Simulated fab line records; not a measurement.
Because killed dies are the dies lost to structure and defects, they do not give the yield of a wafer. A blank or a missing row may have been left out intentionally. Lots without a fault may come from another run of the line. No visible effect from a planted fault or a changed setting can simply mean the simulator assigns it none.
Chamber matching    flow n5-finfet    N5_MOL_CONTACT_COAG_ETCH_124 on rie-diel-06 has 4 sister chambers
The step etches SiNx in CH3F/O2, stops on SiOC, target depth 6.5 nm. 4 wafers are shown with their chamber, then 12 later ones without.

## WAFERS PAIRED WITH THEIR CHAMBERS
wafer   chamber  showerhead-plenum-p-Torr (Torr)
L079.2  3        1.92
L082.6  2        2.07
L087.3  0        1.89
L087.6  1        1.90

## WAFERS WITH NO CHAMBER GIVEN
wafer   showerhead-plenum-p-Torr (Torr)
L089.4  1.90
L089.5  2.07
L089.6  1.91
L090.1  1.90
L090.3  2.07
L090.5  1.88
L093.2  1.91
L093.5  1.90
L093.6  1.88
L097.1  1.91
L097.5  1.90
L097.6  2.06

## EACH ONE'S CHAMBER
wafer   from the rows above           in truth
L089.4  can't be placed: 1 or 0       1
L089.5  2                             2
L089.6  can't be placed: 1 or 3 or 0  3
L090.1  can't be placed: 1 or 0       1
L090.3  2                             2
L090.5  can't be placed: 0 or 1       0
L093.2  can't be placed: 1 or 3 or 0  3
L093.5  can't be placed: 1 or 0       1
L093.6  can't be placed: 0 or 1       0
L097.1  can't be placed: 1 or 3 or 0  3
L097.5  can't be placed: 1 or 0       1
L097.6  2                             2
Placed correctly: 3 of 12. From these rows, 9 cannot be placed; in 9 the true chamber is one of the candidates. Wrongly placed: 0.
How it was worked out, from the rows above alone: a wafer's distance from a chamber is the root of the sum, over the readings, of the square of ((its reading less the chamber's mean) divided by the reading's scatter). If the next closest chamber is less than 2 further off than the closest, the wafer can't be placed; otherwise it belongs to the closest. For every chamber, the mean is computed from those of its wafers that are shown. The scatter (one wafer shown for each chamber): square how far every hidden wafer sits from the nearest shown wafer, average those squares and take the square root.
